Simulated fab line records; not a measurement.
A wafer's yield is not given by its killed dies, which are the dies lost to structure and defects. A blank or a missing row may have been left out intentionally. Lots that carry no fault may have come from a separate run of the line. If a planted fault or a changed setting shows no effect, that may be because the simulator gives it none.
A struck lot beside a sound one | flow nandHarc | 24 out of 1302 route steps
Sound: wafers L743.4, L743.5, L743.6. Wafers L738.1, L738.5, L738.6 were the ones struck. The cause is named last.
At each step with rows: each side's tool, then ch and its chambers, then its first start. Under that, the readings that differ: sound wafers | struck wafers | difference of the means | sigmas: that difference in standard deviations of wafers without a fault.
alike: words and numbers the same on both sides, and readings whose means are apart by under 2 such deviations; not compared: readings that were withheld, readings missing a value for some wafer, numbers with overlapping values and no deviation given by the record, and bounds like >300 which may hide the same value.
The two part at a step that has a row with sigmas, a row that says differs or no value, or rows on one side only. When numbers do not overlap yet have no deviation, they are printed without sigmas and do not part them. A reading missing from all wafers of one side parts the sides only when that side holds two or more wafers.

NHARC_P_M0_INSPECT_27:
  sound on defectInspect-02 at day 10 13:49; struck on defectInspect-02 at day 8 09:02
  alike: rawDefectCount
NHARC_P_M0_PRE_CLEAN_31: time 12 s.
  sound on pecvd-04 ch 0,1,2, day 10 13:55; struck on pecvd-02 ch 1,2, day 8 09:07
  alike: heaterPowerW, rfFwdPowerW
NHARC_P_M0_DEP_32: deposits SiCN, target thk 30 nm.
  sound on pecvd-04 ch 0,1,2, day 10 14:05; struck on pecvd-02 ch 1,2, day 8 09:14
  alike: heaterPowerW, rfFwdPowerW
then, 8 steps without rows for these wafers: NHARC_P_M1_DEP_00 (deposits SiOC, target thk 182.5 nm); NHARC_P_M1_DEHYDRATE_01 (time 120 s); NHARC_P_M1_HMDS_02 (time 30 s); NHARC_P_M1_COAT_34 (time 65 s); NHARC_P_M1_COAT_03 (resist thk 90 nm); NHARC_P_M1_SOFTBAKE_04 (time 55 s); NHARC_P_M1_EBR_05; NHARC_P_M1_EXPOSE_06 (exposes mask P M1, target cd 130 nm).
NHARC_P_M1_PEB_07: peb time 65 s.
  sound on lithoTrack-04 ch 0, day 10 15:00; struck on lithoTrack-01 ch 0, day 8 10:22
reading               | sound             | struck            | difference | sigmas
heaterPowerTotalW (W) | 156.3 157.1 156.2 | 151.6 152.4 152.3 | -4.4       | -11
plateTempC (C)        | 99.97 99.99 99.95 | 97.78 97.88 97.85 | -2.13      | -15
then, 1 step without rows for these wafers: NHARC_P_M1_DEVELOP_08 (develop time 35 s).
NHARC_P_M1_CD_MEAS_09: the cd target is 130 nm.
  sound on cdSem-03 ch 0, day 10 15:05; struck on cdSem-02 ch 0, day 8 10:26
reading   | sound             | struck            | difference | sigmas
cdNm (nm) | 130.5 130.2 130.0 | 122.0 120.9 121.8 | -8.7       | -16
NHARC_P_M1_OVL_MEAS_10: pitch 260 nm.
  sound on overlay-02 at day 10 15:10; struck on overlay-01 at day 8 10:31
  alike: overlayXNm, overlayYNm
NHARC_P_M1_INSPECT_11:
  sound on defectInspect-01 at day 10 15:12; struck on defectInspect-01 at day 8 10:34
  alike: rawDefectCount
NHARC_P_M1_DESCUM_14: chemistry O2, time 3 s.
  sound on rieDiel-08 ch 0,3, day 10 15:16; struck on rieDiel-09 ch 0,1, day 8 10:38
reading              | sound             | struck            | difference | sigmas
oesProductAu (a.u.)  | 1.014 1.011 1.005 | 0.980 0.988 0.980 | -0.027     | -2
model.P_M1.cdNm (nm) | 130.4 130.4 130.6 | 121.7 120.7 121.7 | -9.1       | 
  alike: drypumpMotorCurrentA, rfVppV, showerheadPlenumPTorr, throttleValvePct
  not compared: rfHoursCounterH
NHARC_P_M1_ETCH_35: etches the open film in N2/H2, target depth 40 nm, overetch 12 nm, time 43.94 s.
  sound on rieDiel-08 ch 0,2,3, day 10 15:22; struck on rieDiel-09 ch 1,2,3, day 8 10:43
  alike: drypumpMotorCurrentA, oesProductAu, rfFwdPowerW, rfVppV, showerheadPlenumPTorr, throttleValvePct
  not compared: rfHoursCounterH
NHARC_P_M1_ETCH_15: etches the open film in C4F8/Ar, target depth 182.5 nm, time 91.2 s.
  sound: rieDiel-08 ch 1,2; struck: rieDiel-09 ch 0,1
reading             | sound             | struck            | difference | sigmas
oesProductAu (a.u.) | 0.982 0.986 0.962 | 0.912 0.927 0.943 | -0.049     | -2
rfFwdPowerW (W)     | 596.2 595.7 594.6 | 599.1 598.9 601.0 | +4.2       | +2
  alike: rfVppV
  not compared: rfHoursCounterH
NHARC_P_M1_CD_MEAS_16:
  sound on cdSem-02 at day 10 15:35; struck on cdSem-01 at day 8 10:55
reading   | sound             | struck            | difference | sigmas
cdNm (nm) | 130.7 130.5 130.5 | 122.3 120.8 121.0 | -9.2       | -12
NHARC_P_M1_STRIP_18: strips in N2/H2.
  sound on rieDiel-08 ch 1,2, day 10 15:38; struck on rieDiel-12 ch 0,2,3, day 8 11:03
  alike: drypumpMotorCurrentA, oesProductAu, rfFwdPowerW, rfVppV, showerheadPlenumPTorr, throttleValvePct
  not compared: rfHoursCounterH
NHARC_P_M1_ETCH_28: etches the open film in CF4/N2, target depth 30 nm, time 72.99 s.
  sound: rieDiel-08 ch 0,1; struck: rieDiel-12 ch 1,2
reading              | sound             | struck            | difference | sigmas
model.P_M1.cdNm (nm) | 130.5 130.7 130.8 | 122.3 121.3 121.7 | -8.9       | 
  alike: drypumpMotorCurrentA, oesProductAu, rfFwdPowerW, rfVppV, showerheadPlenumPTorr, throttleValvePct
  not compared: rfHoursCounterH
then, 1 step without rows for these wafers: NHARC_P_M1_STRIP_19 (strips in post etch residue remover, time 600 s).
-- record jumps: 19 days between struck wafers' starts before vs after; left off in module P_M1, resumes in module END, first step shown is number 1302 of the route --
NHARC_END_SORT_01:
  sound on prober-01 ch 0, day 28 21:22; struck on prober-01 ch 0, day 27 02:39
  alike: defectLimitedYield, killedAtArray, killedAtOther, killedAtPeriphery, killedDies, killedOpen, killedShort

== WHERE THEY PART ==
First at NHARC_P_M1_PEB_07; last, within this record, at NHARC_P_M1_CD_MEAS_16. Later steps at which nothing parts them and some readings are alike: NHARC_P_M1_STRIP_18, NHARC_P_M1_ETCH_28, NHARC_END_SORT_01.

WHY: whatever the simulator had introduced
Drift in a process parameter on lithoTrack-01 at NHARC_P_M1_PEB_07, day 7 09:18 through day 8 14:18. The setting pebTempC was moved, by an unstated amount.
